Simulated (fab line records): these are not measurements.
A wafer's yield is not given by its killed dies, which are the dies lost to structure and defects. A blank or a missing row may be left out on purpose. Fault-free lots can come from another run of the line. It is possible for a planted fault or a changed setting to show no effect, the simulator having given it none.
Chamber matching / flow nand-harc / NHARC_A_BONDPAD_DEP_00 on pecvd-02 has 3 sister chambers
The step deposits SiCN, target thk 250 nm. 3 wafers are shown with their chamber, then 8 later ones without.

== WAFERS WITH THEIR CHAMBER ==
wafer=L082.5; chamber=2; heater-power-w (W)=680
wafer=L082.4; chamber=0; heater-power-w (W)=519
wafer=L086.2; chamber=1; heater-power-w (W)=542

== WAFERS MISSING THEIR CHAMBER ==
wafer=L086.4; heater-power-w (W)=550
wafer=L086.6; heater-power-w (W)=636
wafer=L086.1; heater-power-w (W)=603
wafer=L086.3; heater-power-w (W)=429
wafer=L086.5; heater-power-w (W)=454
wafer=L088.2; heater-power-w (W)=535
wafer=L088.4; heater-power-w (W)=432
wafer=L088.6; heater-power-w (W)=610

== WHICH CHAMBER EACH WENT THROUGH ==
wafer=L086.4; from the rows above=can't be placed: 1 or 0 or 2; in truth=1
wafer=L086.6; from the rows above=can't be placed: 2 or 1 or 0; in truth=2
wafer=L086.1; from the rows above=can't be placed: 1 or 2 or 0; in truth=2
wafer=L086.3; from the rows above=can't be placed: 0 or 1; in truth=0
wafer=L086.5; from the rows above=can't be placed: 0 or 1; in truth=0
wafer=L088.2; from the rows above=can't be placed: 1 or 0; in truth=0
wafer=L088.4; from the rows above=can't be placed: 0 or 1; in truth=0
wafer=L088.6; from the rows above=can't be placed: 1 or 2 or 0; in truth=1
0 of 8 placed correctly. Cannot be placed on the basis of these rows: 8; the candidates contain the true chamber in 8. Placed wrongly: 0.
How it was worked out, from the rows above alone: a wafer's distance from a chamber is the root of the sum, over the readings, of the square of ((its reading less the chamber's mean) divided by the reading's scatter). The wafer belongs to the nearest chamber; if the next one is less than 2 further off, it can't be placed. The mean given for a chamber averages the wafers shown for that chamber. The scatter: root of mean squared gap, hidden wafer to nearest shown wafer, with one shown wafer a chamber.
